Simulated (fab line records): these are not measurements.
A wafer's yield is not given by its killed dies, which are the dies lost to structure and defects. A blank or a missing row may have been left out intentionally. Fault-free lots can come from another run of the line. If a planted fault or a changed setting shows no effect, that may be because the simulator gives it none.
Which of the tools did it? | flow nand-harc | Sampling: 12 lots, 36 wafers, 6 of 1159 route steps

== WHAT THE GAUGES SHOWED, per wafer ==
NHARC_P_GATE_CD_MEAS_59: target cd 720 nm. Usual: cd-nm 719.3 nm, standard deviation 1.6.
lot  | measured     | on        | cd-nm (nm)        | flag
L636 | day 5 03:38  | cd-sem-02 | 721.8 717.7 718.4 |
L638 | day 5 21:53  | cd-sem-02 | 718.5 718.1 717.7 |
L640 | day 6 07:49  | cd-sem-01 | 721.6 720.0 719.6 |
L641 | day 6 16:35  | cd-sem-03 | 719.5 718.8 721.6 |
L642 | day 7 01:43  | cd-sem-01 | - - -             | OFF
L650 | day 8 20:17  | cd-sem-03 | 716.8 717.5 720.2 |
L651 | day 8 20:56  | cd-sem-01 | 720.9 719.6 720.4 |
L655 | day 9 21:46  | cd-sem-02 | 719.8 720.4 722.0 |
L654 | day 9 22:24  | cd-sem-03 | 717.2 720.2 717.0 |
L656 | day 10 03:59 | cd-sem-03 | 715.4 716.2 716.3 |
L658 | day 10 11:44 | cd-sem-03 | 722.4 722.6 718.4 |
L659 | day 11 06:11 | cd-sem-03 | 719.9 720.6 719.5 |

NHARC_END_SORT_01. Usual: killed-at-array 29, standard deviation 9.4; killed-at-other 0.7, standard deviation 1.3; killed-at-periphery 2.9, standard deviation 2.1; killed-dies 32, standard deviation 9; killed-open 3.3, standard deviation 1.8; killed-short 1.9, standard deviation 1.4.
lot  | measured     | on        | killed-at-array | killed-at-other | killed-at-periphery | killed-dies | killed-open | killed-short | flag
L636 | day 20 15:32 | prober-02 | 31 27 30        | 0 0 0           | 1 1 1               | 32 28 31    | 1 3 0       | 5 0 1        |
L641 | day 21 16:17 | prober-01 | 19 11 22        | 1 0 2           | 1 1 1               | 21 12 25    | 2 1 3       | 2 2 2        |
L642 | day 21 23:13 | prober-02 | 18 22 14        | 1 0 3           | 658 655 660         | 677 677 677 | 4 7 3       | 5 4 1        | OFF
L650 | day 24 05:20 | prober-02 | 37 40 48        | 0 0 2           | 3 0 1               | 40 40 51    | 2 0 4       | 3 1 1        |
L651 | day 23 09:14 | prober-01 | 20 19 15        | 6 7 4           | 4 3 1               | 30 29 20    | 6 4 3       | 3 2 1        | OFF

== WHICH TOOL RAN EACH LOT (tool, then ch and the chambers of the sampled wafers, then the start) ==
lot  | NHARC_P_GATE_ETCH_104              | NHARC_P_GATE_ETCH_114                         | NHARC_P_GATE_EXPOSE_56            | NHARC_P_GATE_STRIP_76
L636 | rie-diel-12 ch 0,2,3, day 4 14:11  | rie-diel-12 ch 2,3, day 5 03:28 or earlier    | krf-scanner-04 ch 0, day 5 03:28  | plasma-asher-02 ch 0,1, day 5 04:29
L638 | rie-diel-12 ch 0,1,3, day 5 08:23  | rie-diel-12 ch 1,3, day 5 21:44 or earlier    | krf-scanner-01 ch 0, day 5 21:44  | plasma-asher-01 ch 0,1, day 5 22:42
L640 | rie-diel-13 ch 0,2, day 5 18:22    | rie-diel-13 ch 0,1,3, day 6 07:40 or earlier  | krf-scanner-01 ch 0, day 6 07:40  | plasma-asher-01 ch 0,1, day 6 08:37
L641 | rie-diel-09 ch 0,1, day 6 03:09    | rie-diel-09 ch 0,1,2, day 6 16:26 or earlier  | krf-scanner-01 ch 0, day 6 16:26  | plasma-asher-02 ch 0,1, day 6 17:23
L642 | rie-diel-09 ch 1,2, day 6 12:05    | rie-diel-09 ch 1,2, day 7 01:34 or earlier    | krf-scanner-03 ch 0, day 7 01:34  | plasma-asher-02 ch 0,1, day 7 02:31
L650 | rie-diel-12 ch 1,2, day 8 06:25    | rie-diel-12 ch 0,2, day 8 20:08 or earlier    | krf-scanner-04 ch 0, day 8 20:08  | plasma-asher-01 ch 0,1, day 8 21:08
L651 | rie-diel-13 ch 1,2,3, day 8 07:16  | rie-diel-13 ch 0,2,3, day 8 20:47 or earlier  | krf-scanner-01 ch 0, day 8 20:47  | plasma-asher-01 ch 0,1, day 8 21:44
L655 | rie-diel-13 ch 1,2,3, day 9 08:19  | rie-diel-13 ch 1,2, day 9 21:36 or earlier    | krf-scanner-03 ch 0, day 9 21:36  | plasma-asher-02 ch 0,1, day 9 22:33
L654 | rie-diel-09 ch 0,2,3, day 9 08:58  | rie-diel-09 ch 1,2,3, day 9 22:15 or earlier  | krf-scanner-01 ch 0, day 9 22:15  | plasma-asher-02 ch 0,1, day 9 23:12
L656 | rie-diel-13 ch 1,3, day 9 14:20    | rie-diel-13 ch 0,2,3, day 10 03:50 or earlier | krf-scanner-04 ch 0, day 10 03:50 | plasma-asher-02 ch 0,1, day 10 04:47
L658 | rie-diel-12 ch 0,1,3, day 9 22:00  | rie-diel-12 ch 2,3, day 10 11:34 or earlier   | krf-scanner-03 ch 0, day 10 11:34 | plasma-asher-02 ch 0,1, day 10 12:31
L659 | rie-diel-13 ch 0,2,3, day 10 16:45 | rie-diel-13 ch 0,2,3, day 11 06:02 or earlier | krf-scanner-03 ch 0, day 11 06:02 | plasma-asher-01 ch 0,1, day 11 06:59
- NHARC_P_GATE_ETCH_104: etches the open film in CF4/CHF3, target depth 60 nm.
- NHARC_P_GATE_ETCH_114: etches the open film in CF4/O2, target depth 30 nm, overetch 3 nm, time 16.5 s.
- NHARC_P_GATE_EXPOSE_56: exposes mask P PSD, target cd 720 nm.
- NHARC_P_GATE_STRIP_76: strips in O2.

== AS READ BY THE TOOLS THEMSELVES (means over the sampled wafers that have a number; for cases with no such wafer, the mark the record gives instead) ==
NHARC_P_GATE_ETCH_104. Usual: drypump-motor-current-A 5.8 A, standard deviation 0.49; oes-product-au 0.941 a.u., standard deviation 0.02; rf-vpp-V 371.8 V, standard deviation 2; showerhead-plenum-p-Torr 1.61 Torr, standard deviation 0.06; throttle-valve-pct 16.801 %, standard deviation 0.0097.
lot  | tool        | drypump-motor-current-A (A) | oes-product-au (a.u.) | rf-vpp-V (V) | showerhead-plenum-p-Torr (Torr) | throttle-valve-pct (%) | flag
L636 | rie-diel-12 | 5.6                         | 0.962                 | 372.9        | 1.64                            | 16.804                 |
L638 | rie-diel-12 | 5.6                         | 0.938                 | 372.7        | 1.62                            | 16.787                 |
L640 | rie-diel-13 | 6.0                         | 0.952                 | 371.8        | 1.59                            | 16.812                 |
L641 | rie-diel-09 | 6.4                         | 0.949                 | 369.7        | 1.55                            | 16.804                 |
L642 | rie-diel-09 | 5.8                         | 0.959                 | 372.3        | 1.62                            | 16.803                 |
L650 | rie-diel-12 | 6.3                         | 0.930                 | 372.9        | 1.66                            | 16.794                 |
L651 | rie-diel-13 | 5.8                         | 0.927                 | 371.8        | 1.59                            | 16.804                 |
L655 | rie-diel-13 | 5.8                         | 0.924                 | 371.5        | 1.59                            | 16.796                 |
L654 | rie-diel-09 | 5.5                         | 0.966                 | 371.0        | 1.58                            | 16.798                 |
L656 | rie-diel-13 | 5.6                         | 0.916                 | 373.1        | 1.65                            | 16.803                 |
L658 | rie-diel-12 | 5.6                         | 0.951                 | 372.3        | 1.61                            | 16.801                 |
L659 | rie-diel-13 | 5.9                         | 0.946                 | 370.5        | 1.56                            | 16.803                 |

NHARC_P_GATE_ETCH_114. Usual: drypump-motor-current-A 5.8 A, standard deviation 0.49; o2-flow-sccm 19.99 sccm, standard deviation 0.058; oes-product-au 0.998 a.u., standard deviation 0.011; rf-vpp-V 198.4 V, standard deviation 1.3; showerhead-plenum-p-Torr 1.36 Torr, standard deviation 0.054; throttle-valve-pct 13.398 %, standard deviation 0.0085.
lot  | tool        | drypump-motor-current-A (A) | o2-flow-sccm (sccm) | oes-product-au (a.u.) | rf-vpp-V (V) | showerhead-plenum-p-Torr (Torr) | throttle-valve-pct (%) | flag
L636 | rie-diel-12 | 5.9                         | 20.01               | 1.008                 | 199.8        | 1.42                            | 13.391                 |
L638 | rie-diel-12 | 5.5                         | 19.99               | 0.997                 | 198.8        | 1.40                            | 13.399                 |
L640 | rie-diel-13 | 5.7                         | 20.02               | 0.993                 | 198.8        | 1.39                            | 13.400                 |
L641 | rie-diel-09 | 5.9                         | 19.95               | 0.982                 | 197.4        | 1.33                            | 13.401                 |
L642 | rie-diel-09 | 6.3                         | 19.97               | 0.989                 | 198.7        | 1.36                            | 13.402                 |
L650 | rie-diel-12 | 6.0                         | 20.03               | 1.004                 | 198.7        | 1.40                            | 13.390                 |
L651 | rie-diel-13 | 5.9                         | 19.99               | 0.989                 | 198.5        | 1.33                            | 13.393                 |
L655 | rie-diel-13 | 6.1                         | 19.95               | 0.992                 | 198.1        | 1.33                            | 13.402                 |
L654 | rie-diel-09 | 5.8                         | 19.92               | 0.994                 | 198.1        | 1.37                            | 13.392                 |
L656 | rie-diel-13 | 5.9                         | 20.05               | 0.999                 | 197.6        | 1.33                            | 13.390                 |
L658 | rie-diel-12 | 5.6                         | 20.02               | 0.994                 | 199.9        | 1.41                            | 13.403                 |
L659 | rie-diel-13 | 5.9                         | 19.98               | 1.011                 | 197.9        | 1.33                            | 13.399                 |

NHARC_P_GATE_STRIP_76. Usual: drypump-motor-current-A 5.89 A, standard deviation 0.25; heater-power-w 298 W, standard deviation 10.
lot  | tool            | drypump-motor-current-A (A) | heater-power-w (W) | flag
L636 | plasma-asher-02 | 6.00                        | 302                |
L638 | plasma-asher-01 | 5.83                        | 301                |
L640 | plasma-asher-01 | 5.82                        | 301                |
L641 | plasma-asher-02 | 6.11                        | 294                |
L642 | plasma-asher-02 | 5.99                        | 302                |
L650 | plasma-asher-01 | 5.83                        | 305                |
L651 | plasma-asher-01 | 5.68                        | 301                |
L655 | plasma-asher-02 | 6.11                        | 287                |
L654 | plasma-asher-02 | 6.13                        | 288                |
L656 | plasma-asher-02 | 6.12                        | 285                |
L658 | plasma-asher-02 | 5.97                        | 295                |
L659 | plasma-asher-01 | 5.82                        | 302                |

== THE ANSWER, worked out from the rows above alone ==
Rule: a lot counts as off when the mean over its wafers that have a number is more than 3 standard deviations away from the usual mean. Also off: a lot with no number at a reading for which 4 or more lots have one. Any other lot the step has rows for is counted as sound. After the gauges, taken in route order, come the tools' own readings; for these a lot's mean is taken, as printed above. At the first step where some lot is off, the reading lying furthest off is the one used; lots without a number count as furthest.
Off, at NHARC_P_GATE_CD_MEAS_59 on cd-nm: L642. Without a number there: L642.
A tool fits if, at a process step before that reading, it ran every lot that is off, and no sound lot after the first of them. Not tried: the gauges at NHARC_P_GATE_CD_MEAS_59; whatever is off there is also off at NHARC_END_SORT_01, on other tools, and gauge error can't account for it. Because NHARC_P_GATE_ETCH_114 lacks a start for some lots, the hours and order of its lots are taken from NHARC_P_GATE_EXPOSE_56. Of those tried, none fits.

== WHAT THE SIMULATOR PUT IN ==
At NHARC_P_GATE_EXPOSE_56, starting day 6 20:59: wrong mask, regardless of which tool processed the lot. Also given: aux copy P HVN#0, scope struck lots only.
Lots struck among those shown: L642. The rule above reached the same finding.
